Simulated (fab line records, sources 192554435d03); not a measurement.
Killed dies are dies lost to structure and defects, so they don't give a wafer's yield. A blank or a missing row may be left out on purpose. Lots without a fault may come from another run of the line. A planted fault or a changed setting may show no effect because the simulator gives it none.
Split-lot experiment | flow n5_finfet | 7 lots, 21 wafers read, on a route of 1938 steps

THE SPLIT
At N5_BEOL_M10_COAT_05 (resist thk 90 nm), the setting spin_rpm was moved away from the recipe's 1500 rpm on 8 of the 21 wafers read, by -10.9% to +10.5%. The other wafers ran this setting at the recipe's value.

FROM THE SPLIT TO THE READING: what the file shows between them, 3 steps
- N5_BEOL_M10_EBR_07
- N5_BEOL_M10_SOFTBAKE_06: time 60 s
- N5_BEOL_M10_DESCUM_16: chemistry O2, time 7.9 s

THE READING
CAR-ArF_of_BEOL_M10_COAT_05.thk_nm (the simulator's own value, which no gauge read), in nm, at N5_BEOL_M10_ETCH_61 (etches SiARC in CF4, target depth 39 nm, time 65 s). The file gives no usual value for it. The 13 wafers here that ran the recipe average 55.5 nm, standard deviation 0.24 nm.

wafer  | tool, chamber at the split | spin_rpm as run, rpm | against the recipe | CAR-ArF_of_BEOL_M10_COAT_05.thk_nm, nm | against lot-mates on the recipe
L080.2 | litho_track-01, 0          | 1441                 | -3.9%              | 57.6                                   | +2.1
L080.3 | litho_track-01, 0          | 1500                 | recipe             | 55.4                                   | -
L080.4 | litho_track-01, 0          | 1500                 | recipe             | 55.6                                   | -
L085.3 | litho_track-03, 0          | 1657                 | +10.5%             | 51                                     | -4.6
L085.5 | litho_track-03, 0          | 1500                 | recipe             | 55.8                                   | -
L085.6 | litho_track-03, 0          | 1500                 | recipe             | 55.4                                   | -
L088.2 | litho_track-02, 0          | 1336                 | -10.9%             | 60.2                                   | +5.1
L088.3 | litho_track-02, 0          | 1500                 | recipe             | 55                                     | -
L088.5 | litho_track-02, 0          | 1500                 | recipe             | 55.2                                   | -
L089.3 | litho_track-01, 0          | 1500                 | recipe             | 55.2                                   | -
L089.4 | litho_track-01, 0          | 1500                 | recipe             | 55.8                                   | -
L089.6 | litho_track-01, 0          | 1392                 | -7.2%              | 58.8                                   | +3.3
L091.2 | litho_track-01, 0          | 1500                 | recipe             | 55.6                                   | -
L091.5 | litho_track-01, 0          | 1500                 | recipe             | 55.6                                   | -
L091.6 | litho_track-01, 0          | 1500                 | recipe             | 55.6                                   | -
L090.1 | litho_track-01, 0          | 1342                 | -10.5%             | 60.8                                   | +5.2
L090.4 | litho_track-01, 0          | 1500                 | recipe             | 55.6                                   | -
L090.5 | litho_track-01, 0          | 1342                 | -10.5%             | 61.2                                   | +5.6
L095.1 | litho_track-02, 0          | 1447                 | -3.5%              | 57                                     | +1.8
L095.2 | litho_track-02, 0          | 1447                 | -3.5%              | 56.8                                   | +1.6
L095.4 | litho_track-02, 0          | 1500                 | recipe             | 55.2                                   | -

THE FIT
A straight line over all 21 wafers: CAR-ArF_of_BEOL_M10_COAT_05.thk_nm changes by -0.471 nm for each +1% of spin_rpm; r = -0.99; the points scatter about the line by 0.33 nm.
The same after taking each lot's own level away (the mean of its wafers on the recipe; 21 wafers): -0.478 nm for each +1%; r = -1.00; scatter 0.21 nm.
On that fit, the largest move of spin_rpm shifts the reading by 5.2 nm.
The lots' own levels span 55.10 to 55.60 nm, that is 2.1 times the standard deviation above.
So the lot-to-lot level changes the slope little: the two slopes agree.
Check: with one of the wafers moved furthest among these (-10.9%) left out of the fit, the line predicts +5.33 nm for it against its lot-mates. It came out at +5.1 nm against them.

OTHER SPLITS ON THESE WAFERS
These wafers also went through other splits before the reading. Each is held against what the fit with the lots' levels taken away leaves over:
other split on the same wafers | wafers away from the commonest value | r with CAR-ArF_of_BEOL_M10_COAT_05.thk_nm (lot level and that fit taken away)
N5_BEOL_M9_COAT_64 spin_rpm    | 6                                    | +0.10
N5_BEOL_M9_COAT_75 time_s      | 5                                    | -0.04

THE WHOLE CHAIN: every reading that the file lists as answering this split, in the file's order
step                | what it does                                       | reading                                                                             | change (the file's fit)               | r (the file's)
N5_BEOL_M10_COAT_05 | resist thk 90 nm                                   | CAR-ArF_of_BEOL_M10_COAT_05.thk_nm (the simulator's own value, which no gauge read) | -0.476 nm for each +1% of the setting | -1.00
N5_BEOL_M10_ETCH_61 | etches SiARC in CF4, target depth 39 nm, time 65 s | CAR-ArF_of_BEOL_M10_COAT_05.thk_nm (the simulator's own value, which no gauge read) | -0.474 nm for each +1% of the setting | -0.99

THE FILE'S OWN FIT
CAR-ArF_of_BEOL_M10_COAT_05.thk_nm changes by -0.474 nm for each +1% of spin_rpm, r = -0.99.
